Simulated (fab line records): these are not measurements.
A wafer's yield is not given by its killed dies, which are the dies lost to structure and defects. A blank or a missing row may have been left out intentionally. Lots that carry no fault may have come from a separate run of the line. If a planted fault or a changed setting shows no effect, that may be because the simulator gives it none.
Matching of chambers :: flow nand harc :: 3 sister chambers for NHARC_THIN_TSV_DEP_47 on pecvd-04
The step deposits SiO2, target thk 200 nm. 3 wafers are shown with their chamber, then 7 later ones without.

## WAFERS WITH THEIR CHAMBER
wafer: L453.5
chamber: 2
throttle valve pct (%): 15.6

wafer: L455.1
chamber: 0
throttle valve pct (%): 15.1

wafer: L455.4
chamber: 1
throttle valve pct (%): 16.1

## WAFERS WHOSE CHAMBER IS MISSING
wafer: L455.5
throttle valve pct (%): 15.7

wafer: L454.2
throttle valve pct (%): 16.0

wafer: L454.4
throttle valve pct (%): 16.2

wafer: L454.5
throttle valve pct (%): 16.2

wafer: L456.1
throttle valve pct (%): 16.4

wafer: L456.3
throttle valve pct (%): 15.3

wafer: L456.5
throttle valve pct (%): 15.0

## EACH ONE'S CHAMBER
wafer: L455.5
from the rows above: can't be placed: 2 or 1
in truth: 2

wafer: L454.2
from the rows above: can't be placed: 1 or 2
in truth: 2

wafer: L454.4
from the rows above: 1
in truth: 1

wafer: L454.5
from the rows above: 1
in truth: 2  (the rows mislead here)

wafer: L456.1
from the rows above: 1
in truth: 1

wafer: L456.3
from the rows above: can't be placed: 0 or 2
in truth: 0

wafer: L456.5
from the rows above: 0
in truth: 0
Correct placement for 3 of the 7. Cannot be placed on the basis of these rows: 3; the candidates contain the true chamber in 3. Placed wrongly: 1.
How it was worked out, from the rows above alone: a wafer's distance from a chamber is the root of the sum, over the readings, of the square of ((its reading less the chamber's mean) divided by the reading's scatter). If the next closest chamber is less than 2 further off than the closest, the wafer can't be placed; otherwise it belongs to the closest. A chamber's mean is the mean of its shown wafers. The scatter (one wafer shown for each chamber): square how far every hidden wafer sits from the nearest shown wafer, average those squares and take the square root.
